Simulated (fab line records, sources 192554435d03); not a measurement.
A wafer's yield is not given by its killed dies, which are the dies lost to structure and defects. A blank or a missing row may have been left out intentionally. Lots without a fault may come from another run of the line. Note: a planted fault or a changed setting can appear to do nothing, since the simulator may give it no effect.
fab line records ; flow n5Finfet
[record] lots = 12; wafers = 36; lastDay = 18
route steps=1938 shown BEOL_M9@1458 PASSIVATION@1936
lots that met no fault: from a run of the same line without faults
startH: start of the lot's first displayed wafer, in hours after the record's first day ; waitH: how many hours have passed since the lot's step before this one ; " the same as in the row above ; L1.1+2: a row that stands for several wafers ; - no value present, or no start provided ; * or withheld: withheld ; < > ~ a bound
route shown NAME@n: NAME is a module with steps in the file, n the number in the route of the first one ; usual: the fault-free wafers' mean and standard deviation ; same: alike in all rows ; chamber/n: place in a boat ; sites: the reading at each site ; _std_site: the standard deviation of these ; _edge_site: mean of outer sites minus mean of inner sites ; radiusMm: how far each site lies from the wafer's centre ; mask NAME#n: copy n ; behind: the most recent tool/chamber to have shaped the wafer ; hold: the reason the lot was held/the length of the hold in hours/how it ended ; device: the transistor (n, p or np) that didn't switch ; end of line: at the end of the route, the tests of the same wafers ; where a step has no rows: the recipe by itself ; killed: at the first sort, the dies lost to defects and structure; wafer yield is something else ; map: dies across one wafer; x = killed, . = not, _ = none there
set.NAME: the setting as run; set.NAME@STEP: as run at that earlier step ; model.NAME: the simulator's own value behind a step, which no gauge read
one table for each step of the route and one row for each wafer, over a sample of lots
services: from which hour (startH, from the record's first day; less than 0 if before it) a tool's chamber was out of use, for how many hours, and why
[[steps]]
[step N5_BEOL_M9_ALD_74]
[recipe] material = TaN; targetThkA = 20; tempC = 275; aldPrecursorFamily = PDMAT; aldCoReactant = NH3; pressureTorr = 3; carrierFlowSccm = 1500; pulseTimeS = 2; purgeTimeS = 3; coReactantPurgeTimeS = 2; coReactantPulseTimeS = 3; aldCycles = 40; precursorVesselTempC = 75; precursorVesselPressureTorr = 26.25; precursorVesselCarrierSccm = 1000
[usual] heaterPowerOuterW = 227/22; heaterPowerW = 410/44
[same] coReactantPurgeTimeS = 2
lot.wafer;tool;chamber;startH;waitH;heaterPowerOuterW;heaterPowerW;sinceWetCleanH
L371.2;aldMetal-01;2;240.21;0.0;216;404;6057
L371.4;aldMetal-01;0;240.21;0.0;241;451;6057
L371.6;aldMetal-01;1;240.21;0.0;218;368;-
L372.3;aldMetal-01;3;244.17;0.1;214;386;6061
L372.4;aldMetal-01;2;244.17;0.1;221;406;6061
L372.6;aldMetal-01;3;244.17;0.1;213;395;-
L373.1;aldMetal-03;0;252.47;0.0;262;466;1454
L373.2;aldMetal-03;2;252.47;0.0;285;508;1454
L373.4;aldMetal-03;3;252.47;0.0;228;418;1454
L375.1;aldMetal-01;0;273.22;0.1;250;468;6090
L375.4;aldMetal-01;2;273.22;0.1;213;413;6090
L375.6;aldMetal-01;2;273.22;0.1;217;403;-
L377.2;aldMetal-02;3;273.38;0.1;228;415;3013
L377.3;aldMetal-02;1;273.38;0.1;231;378;3013
L377.6;aldMetal-02;0;273.38;0.1;269;441;-
L379.1;aldMetal-03;3;296.15;0.0;228;428;1497
L379.2;aldMetal-03;2;296.15;0.0;280;504;1497
L379.5;aldMetal-03;1;296.15;0.0;198;327;-
L378.3;aldMetal-01;3;310.23;0.0;215;392;6127
L378.5;aldMetal-01;2;310.23;0.0;218;404;-
L378.6;aldMetal-01;1;310.23;0.0;215;387;-
L380.2;aldMetal-03;1;323.61;0.0;195;330;1525
L380.4;aldMetal-03;3;323.61;0.0;221;418;1525
L380.5;aldMetal-03;0;323.61;0.0;263;465;-
L381.1;aldMetal-03;0;327.50;0.0;259;458;1529
L381.2;aldMetal-03;3;327.50;0.0;223;422;1529
L381.4;aldMetal-03;2;327.50;0.0;283;506;1529
L382.3;aldMetal-01;3;327.73;0.2;214;390;6145
L382.4;aldMetal-01;1;327.73;0.2;219;392;6145
L382.6;aldMetal-01;1;327.73;0.2;217;373;-
L385.1;aldMetal-03;2;340.50;0.1;280;507;1542
L385.2;aldMetal-03;3;340.50;0.1;229;416;1542
L385.4;aldMetal-03;1;340.50;0.1;197;325;1542
L386.2;aldMetal-01;2;378.30;0.0;216;412;27
L386.3;aldMetal-01;3;378.30;0.0;202;373;27
L386.5;aldMetal-01;3;378.30;0.0;199;381;-
[step N5_BEOL_M9_SPUTTER_48]
[recipe] material = Cu; targetThkA = 120; tempC = -20; biasV = 60; powerW = 26000; chamberPressurePa = 0.13; timeS = 2
[usual] cathodeDcPowerW = 26000/4.9; throttleValvePct = 29.6/0.82
lot.wafer;tool;chamber;startH;waitH;cathodeDcPowerW;throttleValvePct
L371.2;pvdSputter-03;-;240.77;0.2;25996;30.4
L371.4;pvdSputter-03;-;240.77;0.2;25995;30.9
L371.6;pvdSputter-03;-;240.77;0.2;26000;29.2
L372.3;pvdSputter-01;-;244.94;0.1;25999;29.9
L372.4;pvdSputter-01;-;244.94;0.1;26004;29.9
L372.6;pvdSputter-01;-;244.94;0.1;26004;29.9
L373.1;pvdSputter-01;-;253.02;0.1;25993;30.0
L373.2;pvdSputter-01;-;253.02;0.1;25998;29.2
L373.4;pvdSputter-01;-;253.02;0.1;25999;29.8
L375.1;pvdSputter-02;-;273.82;0.1;26000;27.7
L375.4;pvdSputter-02;-;273.82;0.1;25998;29.1
L375.6;pvdSputter-02;-;273.82;0.1;26008;30.2
L377.2;pvdSputter-02;-;273.90;0.1;26007;27.9
L377.3;pvdSputter-02;-;273.90;0.1;25995;30.1
L377.6;pvdSputter-02;-;273.90;0.1;26006;29.1
L379.1;pvdSputter-02;-;297.01;0.2;26007;30.0
L379.2;pvdSputter-02;-;297.01;0.2;26000;27.5
L379.5;pvdSputter-02;-;297.01;0.2;26002;27.7
L378.3;pvdSputter-03;-;310.84;0.2;26001;30.5
L378.5;pvdSputter-03;-;310.84;0.2;25997;30.2
L378.6;pvdSputter-03;-;310.84;0.2;25998;30.6
L380.2;pvdSputter-01;-;324.20;0.1;26002;30.0
L380.4;pvdSputter-01;-;324.20;0.1;25993;29.9
L380.5;pvdSputter-01;-;324.20;0.1;26008;29.0
L381.1;pvdSputter-01;-;328.08;0.1;26003;29.7
L381.2;pvdSputter-01;-;328.08;0.1;26002;29.8
L381.4;pvdSputter-01;-;328.08;0.1;25998;29.9
L382.3;pvdSputter-03;-;328.28;0.1;26006;29.0
L382.4;pvdSputter-03;-;328.28;0.1;25997;30.3
L382.6;pvdSputter-03;-;328.28;0.1;25998;28.7
L385.1;pvdSputter-01;-;342.80;1.6;25999;29.8
L385.2;pvdSputter-01;-;342.80;1.6;25995;30.0
L385.4;pvdSputter-01;-;342.80;1.6;34484;29.4
L386.2;pvdSputter-01;-;378.78;0.1;34503;29.1
L386.3;pvdSputter-01;-;378.78;0.1;26002;29.9
L386.5;pvdSputter-01;-;378.78;0.1;26012;29.7
[step N5_BEOL_M9_ANNEAL_51]
[recipe] tempC = 225; timeS = 90; ambient = N2
[usual] annealTempC = 224.99/0.17; wafer_temp_C_max = 225.79/0.22
lot.wafer;tool;chamber;startH;waitH;annealTempC;wafer_temp_C_max
L371.2;rtpAnneal-01;0;241.41;0.4;224.78;225.70
L371.4;rtpAnneal-01;0;241.41;0.4;224.65;225.49
L371.6;rtpAnneal-01;0;241.41;0.4;224.67;225.61
L372.3;rtpAnneal-02;0;245.25;0.1;224.75;225.68
L372.4;rtpAnneal-02;0;245.25;0.1;224.88;225.87
L372.6;rtpAnneal-02;0;245.25;0.1;224.72;225.79
L373.1;rtpAnneal-01;0;253.32;0.1;225.10;225.59
L373.2;rtpAnneal-01;0;253.32;0.1;225.05;225.68
L373.4;rtpAnneal-01;0;253.32;0.1;224.98;225.61
L375.1;rtpAnneal-01;0;274.04;0.1;224.81;225.67
L375.4;rtpAnneal-01;0;274.04;0.1;224.68;225.80
L375.6;rtpAnneal-01;0;274.04;0.1;224.82;225.68
L377.2;rtpAnneal-01;0;274.36;0.3;225.00;225.99
L377.3;rtpAnneal-01;0;274.36;0.3;224.98;225.81
L377.6;rtpAnneal-01;0;274.36;0.3;224.86;225.59
L379.1;rtpAnneal-01;0;297.24;0.1;225.18;225.38
L379.2;rtpAnneal-01;0;297.24;0.1;225.15;225.42
L379.5;rtpAnneal-01;0;297.24;0.1;225.16;225.43
L378.3;rtpAnneal-02;0;311.15;0.1;224.80;225.70
L378.5;rtpAnneal-02;0;311.15;0.1;224.73;225.70
L378.6;rtpAnneal-02;0;311.15;0.1;224.74;225.66
L380.2;rtpAnneal-01;0;324.47;0.1;225.02;226.18
L380.4;rtpAnneal-01;0;324.47;0.1;225.16;225.90
L380.5;rtpAnneal-01;0;324.47;0.1;225.23;225.79
L381.1;rtpAnneal-02;0;328.67;0.4;224.83;225.87
L381.2;rtpAnneal-02;0;328.67;0.4;224.90;225.78
L381.4;rtpAnneal-02;0;328.67;0.4;225.07;225.96
L382.3;rtpAnneal-01;0;328.93;0.5;225.11;225.52
L382.4;rtpAnneal-01;0;328.93;0.5;224.93;225.58
L382.6;rtpAnneal-01;0;328.93;0.5;224.98;225.59
L385.1;rtpAnneal-02;0;343.03;0.1;224.92;225.87
L385.2;rtpAnneal-02;0;343.03;0.1;224.76;225.66
L385.4;rtpAnneal-02;0;343.03;0.1;225.04;225.63
L386.2;rtpAnneal-02;0;379.30;0.4;225.22;226.20
L386.3;rtpAnneal-02;0;379.30;0.4;225.30;225.77
L386.5;rtpAnneal-02;0;379.30;0.4;224.95;225.86
[step N5_PASSIVATION_PROBE_49]
[usual] defectLimitedYield = 91.2/1.5; killed_at_M0_to_M3 = 35/12; killed_at_M4_up = 14/5.1; killedAtContacts = 13/6; killedAtFrontEnd = 38/12; killedAtOther = 4/3.5; killedDies = 104/18; killedOpen = 68/13; killedShort = 33/8.1; sort_bin_5_function = 5.2/1; sort_bin_6_memory = 3.2/0.69; sort_bin_8_speed = 0.01/0.051; sortNPass = 1076/18; sortYieldPct = 91.2/1.5
[same] grossDies = 1180; killedAtBackSide = 0; sort_bin_4_leakage[%] = 0
lot.wafer;tool;chamber;startH;waitH;defectLimitedYield[%];killed_at_M0_to_M3;killed_at_M4_up;killedAtContacts;killedAtFrontEnd;killedAtOther;killedDies;killedOpen;killedShort;sort_bin_5_function[%];sort_bin_6_memory[%];sort_bin_8_speed[%];sortNPass;sortYieldPct[%]
L381.1;prober-02;-;386.71;0.0;88.4;60;25;5;40;7;137;95;40;7.4;4.0;0;1043;88.4
L381.2;prober-02;-;386.76;0.1;90.8;48;15;12;32;2;109;62;47;4.7;4.2;0;1071;90.8
L381.4;prober-02;-;386.86;0.2;90.6;60;7;3;36;5;111;78;31;5.4;3.3;0;1069;90.6
// killed by level:class
L381.1 BEOL_M3:geometricParticle:open=14 BEOL_M4:geometricParticle:open=14 BEOL_M0_SAQP:geometricParticle:short=13 BEOL_M0_SAQP:geometricParticle:open=13 BEOL_M2:geometricParticle:open=10 DUMMY_GATE:geometricParticle:open=6 FIN_SAQP:geometricParticle:open=5 FIN_SAQP:geometricParticle:short=5
L381.2 BEOL_M3:geometricParticle:open=12 MOL_CONTACT_COAG:geometricParticle:open=10 FIN_SAQP:geometricParticle:short=8 BEOL_M0_SAQP:geometricParticle:short=8 BEOL_M2:geometricParticle:short=8 FIN_SAQP:geometricParticle:open=7 BEOL_M3:geometricParticle:short=6 BEOL_M2:geometricParticle:open=5
L381.4 BEOL_M3:geometricParticle:open=14 BEOL_M2:geometricParticle:open=13 FIN_SAQP:geometricParticle:short=12 FIN_SAQP:geometricParticle:open=10 BEOL_M0_SAQP:geometricParticle:open=8 BEOL_M0:geometricParticle:open=7 BEOL_M0_SAQP:geometricParticle:short=6 BEOL_M1:geometricParticle:open=4
[[services]]
tool;chamber;startH;hours;kind
aldMetal-03;-;253.58;1.5;repair
pvdSputter-01;-;292.47;20.0;repair
aldMetal-02;0;307.25;2.1;repair
aldMetal-01;-;326.02;0.7;repair
pvdSputter-03;-;330.45;9.5;repair
pvdSputter-01;-;332.53;0.6;repair
aldMetal-01;3;336.50;12.9;repair
aldMetal-01;-;337.25;14.0;pm
aldMetal-01;0;337.25;14.0;ventCycle
aldMetal-01;1;337.25;14.0;ventCycle
aldMetal-01;2;337.25;14.0;ventCycle
aldMetal-01;0;351.25;-;clean
aldMetal-01;1;351.25;-;clean
aldMetal-01;2;351.25;-;clean
aldMetal-01;3;351.25;-;clean
aldMetal-02;0;351.35;5.3;repair
aldMetal-03;-;358.43;1.3;repair
aldMetal-01;-;360.04;2.8;pm
pvdSputter-02;-;364.81;6.2;repair
aldMetal-01;0;376.13;24.6;repair
aldMetal-01;-;376.52;1.2;pm
[[key]]
[firstSign] step = N5_BEOL_M9_SPUTTER_48; reading = cathodeDcPowerW; direction = up; sigmas = 99+; usual = *; struck = *
effect none on later readings
metAt N5_BEOL_M9_SPUTTER_48
struckLots L385,L386
struckWafers L385.4,L386.2
notActingAt N5_BEOL_M9_ALD_74,N5_BEOL_M9_ANNEAL_51
onsetBetween 324.20 342.80
[fault] kind = processParameterDrift; tool = pvdSputter-01; chamber = -; onsetH = 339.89; steps = N5_BEOL_M9_SPUTTER_48; channel = powerW; offset = *; shape = step; endH = 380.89; actsIn = *; stated = *; scope = struckWafersOnly
